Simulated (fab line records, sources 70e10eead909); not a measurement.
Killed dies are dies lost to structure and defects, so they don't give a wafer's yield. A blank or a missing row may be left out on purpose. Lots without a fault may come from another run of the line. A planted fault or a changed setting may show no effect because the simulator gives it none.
A struck lot beside a sound one | flow nand_harc | 14 steps out of a route of 1302
Sound: wafers L869.2, L869.4, L869.6. Struck: wafer L875.5. (L875.1, L875.4 of the same lot were not struck and are left out.) The cause comes at the end.
At each step with rows: each side's tool, then ch and its chambers, then its first start. Under that, the readings that differ: sound wafers | struck wafers | difference of the means | sigmas: that difference in standard deviations of wafers without a fault.
alike: readings whose means differ by less than 2 such deviations, and words and numbers that are the same on both sides. not compared: withheld readings, readings that some wafer has no value for, bounds like >300 that may hide the same value, and numbers for which the record gives no deviation and whose values overlap.
The two part at a step that has a row with sigmas, a row that says differs or no value, or rows on one side only. Numbers that don't overlap but have no deviation are shown without sigmas and don't part them. A reading that every wafer of one side lacks parts them only if that side has two wafers or more.

first, 7 steps without rows for these wafers: NHARC_A_STAIRCASE_SOFTBAKE_179 (time 170 s); NHARC_A_STAIRCASE_EBR_180; NHARC_A_STAIRCASE_EXPOSE_181 (exposes mask STAIR 2); NHARC_A_STAIRCASE_PEB_182 (peb time 130 s); NHARC_A_STAIRCASE_DEVELOP_183 (time 140 s); NHARC_A_STAIRCASE_HARDBAKE_185 (time 140 s); NHARC_A_STAIRCASE_DESCUM_186 (chemistry O2, time 3 s).
NHARC_A_STAIRCASE_TRIM_187: chemistry O2, time 211.2 s.
  sound on rie_diel-12 ch 2,3, day 19 13:56; struck on rie_diel-12 ch 0, day 21 22:31
  alike: drypump_motor_current_A, oes_product_au, rf_vpp_V, run_length_s, showerhead_plenum_p_Torr, throttle_valve_pct
  not compared: rf_hours_counter_h
NHARC_A_STAIRCASE_ETCH_188: etches the open film in C4F8/O2, target depth 100 nm, time 40.5 s.
  sound on rie_diel-12 ch 0,1,3; struck on rie_diel-12 ch 3
  alike: oes_product_au, rf_vpp_V
  not compared: rf_hours_counter_h
NHARC_A_STAIRCASE_TRIM_189: chemistry O2, time 211.2 s.
  sound on rie_diel-12 ch 0,2,3; struck on rie_diel-12 ch 2
  alike: drypump_motor_current_A, oes_product_au, rf_vpp_V, run_length_s, showerhead_plenum_p_Torr, throttle_valve_pct
  not compared: rf_hours_counter_h
NHARC_A_STAIRCASE_ETCH_190: etches the open film in C4F8/O2, target depth 100 nm, time 40.5 s.
  sound on rie_diel-12 ch 1,3; struck on rie_diel-12 ch 3
  alike: oes_product_au, rf_vpp_V
  not compared: rf_hours_counter_h
NHARC_A_STAIRCASE_TRIM_191: chemistry O2, time 211.2 s.
  sound on rie_diel-12 ch 0,3, day 19 14:26; struck on rie_diel-12 ch 0, day 21 23:09
  reading          | sound             | struck | difference | sigmas
  run_length_s (s) | 233.3 232.8 232.5 | 316.7  | +83.8      | +99 or more
  alike: drypump_motor_current_A, oes_product_au, rf_vpp_V, showerhead_plenum_p_Torr, throttle_valve_pct
  not compared: rf_hours_counter_h
NHARC_A_STAIRCASE_ETCH_192: etches the open film in C4F8/O2, target depth 100 nm, time 40.5 s.
  sound on rie_diel-12 ch 0,3; struck on rie_diel-12 ch 3
  alike: oes_product_au, rf_vpp_V
  not compared: rf_hours_counter_h
-- the record jumps here: 9 days lie between the struck wafers' starts before and after (it left off in module A_STAIRCASE and takes up again in module END, whose first step shown is number 1302 of the route) --
NHARC_END_SORT_01:
  the record has rows for the struck wafers here (prober-01 ch 0, day 30 19:46) and none for the sound ones

WHERE THEY PART
First at NHARC_A_STAIRCASE_TRIM_191; last, within this record, at NHARC_END_SORT_01.

WHY: what the simulator had put in
Process parameter drift: rie_diel-12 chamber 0, from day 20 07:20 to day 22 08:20, at NHARC_A_STAIRCASE_TRIM_191. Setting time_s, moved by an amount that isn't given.
